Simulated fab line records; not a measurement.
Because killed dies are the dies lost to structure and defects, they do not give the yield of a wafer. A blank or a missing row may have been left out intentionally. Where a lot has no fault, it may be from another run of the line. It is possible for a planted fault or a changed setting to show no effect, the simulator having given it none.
2 desks looking at one fault ; flow n5 finfet ; each desk has only its own numbers; what lay behind them comes last

## METROLOGY DESK
What the gauges read for every lot (on any tool): the sampled wafers with a number, averaged. Marked OUT: a lot whose mean sits more than 4 standard deviations from the usual mean, which makes it out of limits; the brackets give that distance. Readings shown: 7 out of 14 (the first out of limits, and those lying furthest out on some lot).
Columns: A = CHAIN_V2 at N5_BEOL_M4_RC_MEAS_101, usual 230 ohm/link; B = CHAIN_V2_max_site at N5_BEOL_M4_RC_MEAS_101, usual 238 ohm/link; C = ION_P at N5_BEOL_M4_RC_MEAS_101, usual 460 uA/um; D = SERP_M3 at N5_BEOL_M4_RC_MEAS_101, usual 194 ohm/um; E = SERP_M3_max_site at N5_BEOL_M4_RC_MEAS_101, usual 205 ohm/um; F = SS_N at N5_BEOL_M4_RC_MEAS_101, usual 71.4 mV/dec; G = VT_P at N5_BEOL_M4_RC_MEAS_101, usual -252 mV
lot;first seen here;A;B;C;D;E;F;G
L134;day 7 22:44;232;240;456;210;221;71.1;-252
L139;day 9 02:31;220;229;462;180;191;71.1;-250
L143;day 9 16:11;238;242;460;214;226;71.3;-252
L145;day 11 02:49;232;244;459;200;214;70.6;-250
L151;day 12 00:05;220;226;456;175;182;71.5;-253
L150;day 12 01:59;376 (+15) OUT;386 (+14) OUT;458;279 (+5.3) OUT;292 (+4.6) OUT;71.8;-252
L152;day 12 03:40;231;238;456;188;197;71.4;-255
L153;day 12 18:07;310 (+8.1) OUT;325 (+7.9) OUT;467;259 (+4.1) OUT;277;70.7;-251
L154;day 12 23:13;364 (+13) OUT;381 (+13) OUT;459;279 (+5.3) OUT;300 (+5.0) OUT;71.4;-254
L155;day 13 02:18;224;232;471;175;186;71.4;-247
Finding of this desk: L150, L153, L154 out of limits, first seen on L150 at day 12 01:59 (CHAIN_V2 at N5_BEOL_M4_RC_MEAS_101). L134, L139, L143, L145, L151, L152, L155 stayed within limits.

## AT THE TOOL OWNER'S DESK: ald metal-04
The tool's own readings at N5_BEOL_M3_ALD_84 (deposits TaN, pulse time 2 s, purge time 3 s, co reactant purge time 2 s): means of the sampled wafers that have a number, for each lot that ran on this tool. Marked OUT: a lot whose mean sits more than 4 standard deviations from the usual mean, which makes it out of limits; the brackets give that distance.
Columns: A = heater power w at N5_BEOL_M3_ALD_84, usual 424 W
lot;first seen here;A
L139;day 8 14:22;476
L143;day 9 04:16;450
L150;day 11 01:17;429
L153;day 12 06:19;414
L154;day 12 06:50;403
This desk's finding: nothing out of limits on any of the 5 lots.

## PUT TOGETHER
On L150, L153, L154, the metrology desk was in a position to raise an alarm at day 12 01:59.
The desk of the tool owner found nothing out of limits.
On record at the tool owner's desk: L150, L153, L154, within its limits.
On ald metal-04, each named lot ran N5_BEOL_M3_ALD_84.

## WHAT THE SIMULATOR HAD INSERTED
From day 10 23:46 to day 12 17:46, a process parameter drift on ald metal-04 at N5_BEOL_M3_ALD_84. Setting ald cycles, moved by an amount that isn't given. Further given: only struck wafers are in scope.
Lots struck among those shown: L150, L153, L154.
Per desk, hours elapsed from the start of the fault to the first reading out of limits: for the metrology desk, 26.
